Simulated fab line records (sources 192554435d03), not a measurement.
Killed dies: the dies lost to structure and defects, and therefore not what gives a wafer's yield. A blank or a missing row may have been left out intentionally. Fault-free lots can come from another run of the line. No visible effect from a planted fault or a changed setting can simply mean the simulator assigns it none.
Chamber matching -- flow n5_finfet -- 3 sister chambers for N5_BEOL_M6_CURE_74 on uv_cure-02
The step cures SiCOH lowk, time 240 s. 6 wafers are shown with their chamber, then 7 later ones without.

WAFERS WITH THEIR CHAMBER
wafer,chamber,wafer_temp_C_max,lamp_power_pct (%)
L088.5,1,387.7,52.21
L088.6,1,388.4,52.37
L090.5,2,385.6,52.32
L090.6,2,386.3,52.30
L095.2,0,386.8,52.30
L095.5,0,386.5,52.28

WAFERS MISSING THEIR CHAMBER
wafer,wafer_temp_C_max,lamp_power_pct (%)
L095.6,386.3,52.30
L097.1,386.2,52.24
L097.2,385.8,52.22
L097.6,385.8,52.23
L097.3,386.0,52.30
L097.4,386.1,52.33
L097.5,386.0,52.30

WHICH CHAMBER EACH ONE RAN IN
wafer,from the rows above,in truth
L095.6,can't be placed: 0 or 2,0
L097.1,can't be placed: 2 or 0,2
L097.2,can't be placed: 2 or 0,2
L097.6,can't be placed: 2 or 0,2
L097.3,can't be placed: 2 or 0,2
L097.4,can't be placed: 2 or 0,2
L097.5,can't be placed: 2 or 0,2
Correct placement for 0 of the 7. Can't be placed from these rows: 7 (the true chamber is among the candidates in 7). 0 placed wrongly.
How it was worked out, from the rows above alone: a wafer's distance from a chamber is the root of the sum, over the readings, of the square of ((its reading less the chamber's mean) divided by the reading's scatter). The wafer belongs to the nearest chamber; if the next one is less than 2 further off, it can't be placed. For every chamber, the mean is computed from those of its wafers that are shown. The scatter: the root of (the sum of the squares of (reading less its chamber's mean) over the shown wafers, divided by (wafers less chambers)).
